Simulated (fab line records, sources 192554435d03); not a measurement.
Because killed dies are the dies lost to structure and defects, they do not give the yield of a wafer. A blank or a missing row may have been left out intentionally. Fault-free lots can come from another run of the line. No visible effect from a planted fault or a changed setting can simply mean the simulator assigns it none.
Lot-split experiment -- flow n5-finfet -- on a route of 1938 steps: 7 lots, 39 wafers read

## SPLIT DETAILS
At N5_DUMMY_GATE_ETCH_32 (etches SiO2 in CF4, target depth 3.5 nm, time 3.9 s), the setting time-s was moved away from the recipe's 3.9 s on 9 of the 39 wafers read, by -15.3% to +14.8%. For the rest of the wafers, this setting stayed at what the recipe calls for.

The split's own step is where the reading is taken.

## THE READING
etch.depth-nm (the simulator's own value, which no gauge read), in nm, at N5_DUMMY_GATE_ETCH_32 (etches SiO2 in CF4, target depth 3.5 nm, time 3.9 s). The file does not state a usual value for it. Here, 30 wafers ran the recipe; their average is 3.535 nm with a standard deviation of 0.065 nm.

wafer,"tool, chamber at the split","time-s as run, s",against the recipe,"etch.depth-nm, nm",against lot-mates on the recipe
L074.1,"rie-si-01, 3",3.9,recipe,3.483,-
L074.4,"rie-si-01, 2",3.9,recipe,3.499,-
L074.6,"rie-si-01, 2",3.9,recipe,3.516,-
L078.1,"rie-si-03, 1",3.9,recipe,3.429,-
L078.2,"rie-si-03, 0",3.9,recipe,3.435,-
L078.3,"rie-si-03, 3",3.9,recipe,3.6,-
L078.4,"rie-si-03, 2",3.9,recipe,3.555,-
L078.5,"rie-si-03, 2",3.9,recipe,3.54,-
L078.6,"rie-si-03, 3",3.9,recipe,3.57,-
L079.1,"rie-si-01, 0",3.9,recipe,3.497,-
L079.2,"rie-si-01, 2",3.9,recipe,3.517,-
L079.3,"rie-si-01, 3",3.302,-15.3%,2.923,-0.598
L079.4,"rie-si-01, 2",3.9,recipe,3.549,-
L079.5,"rie-si-01, 0",3.302,-15.3%,2.937,-0.584
L079.6,"rie-si-01, 3",3.302,-15.3%,2.922,-0.599
L082.1,"rie-si-01, 2",3.9,recipe,3.549,-
L082.2,"rie-si-01, 1",4.255,+9.1%,4.05,+0.539
L082.3,"rie-si-01, 0",3.9,recipe,3.508,-
L082.4,"rie-si-01, 3",4.255,+9.1%,3.783,+0.272
L082.5,"rie-si-01, 3",3.9,recipe,3.475,-
L082.6,"rie-si-01, 0",4.255,+9.1%,3.856,+0.345
L091.1,"rie-si-05, 1",3.9,recipe,3.5,-
L091.2,"rie-si-05, 3",3.9,recipe,3.537,-
L091.3,"rie-si-05, 0",4.478,+14.8%,4.17,+0.644
L091.4,"rie-si-05, 2",4.478,+14.8%,3.989,+0.463
L091.5,"rie-si-05, 2",4.478,+14.8%,3.985,+0.459
L091.6,"rie-si-05, 3",3.9,recipe,3.542,-
L094.1,"rie-si-01, 2",3.9,recipe,3.556,-
L094.2,"rie-si-01, 1",3.9,recipe,3.708,-
L094.6,"rie-si-01, 1",3.9,recipe,3.708,-
L094.3,"rie-si-01, 0",3.9,recipe,3.505,-
L094.4,"rie-si-01, 3",3.9,recipe,3.45,-
L094.5,"rie-si-01, 2",3.9,recipe,3.565,-
L095.1,"rie-si-05, 1",3.9,recipe,3.472,-
L095.2,"rie-si-05, 0",3.9,recipe,3.631,-
L095.3,"rie-si-05, 2",3.9,recipe,3.509,-
L095.4,"rie-si-05, 3",3.9,recipe,3.566,-
L095.5,"rie-si-05, 2",3.9,recipe,3.504,-
L095.6,"rie-si-05, 3",3.9,recipe,3.568,-

THE FIT
A straight line over all 39 wafers: etch.depth-nm changes by +0.0377 nm for each +1% of time-s; r = +0.96; the points scatter about the line by 0.073 nm.
The same after taking each lot's own level away (the mean of its wafers on the recipe; 39 wafers): +0.0379 nm for each +1%; r = +0.96; scatter 0.069 nm.
Per that fit: largest time-s move, reading shift of 0.58 nm.
Across the lots, their own levels run from 3.4993 to 3.5820 nm, a range of 1.3 times the standard deviation given above.
The two slopes are in agreement: the lot-to-lot level therefore moves the slope only a little.
Check: with one of the wafers moved furthest among these (-15.3%) left out of the fit, the line predicts -0.578 nm for it against its lot-mates. It came out at -0.598 nm against them.

## OTHER SPLITS APPLIED TO THESE WAFERS
Note: prior to the reading, these wafers also went through further splits. Each is held against what the fit with the lots' levels taken away leaves over:
other split on the same wafers,wafers away from the commonest value,r with etch.depth-nm (lot level and that fit taken away)
N5_FIN_CUT_ETCH_21 time-s,15,+0.15
N5_DUMMY_GATE_EXPOSE_12 dose-mj,12,-0.16
N5_DUMMY_GATE_ETCH_31 target-depth-a,15,+0.32

## THE FILE'S OWN FIT
etch.depth-nm changes by +0.0379 nm for each +1% of time-s, r = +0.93.
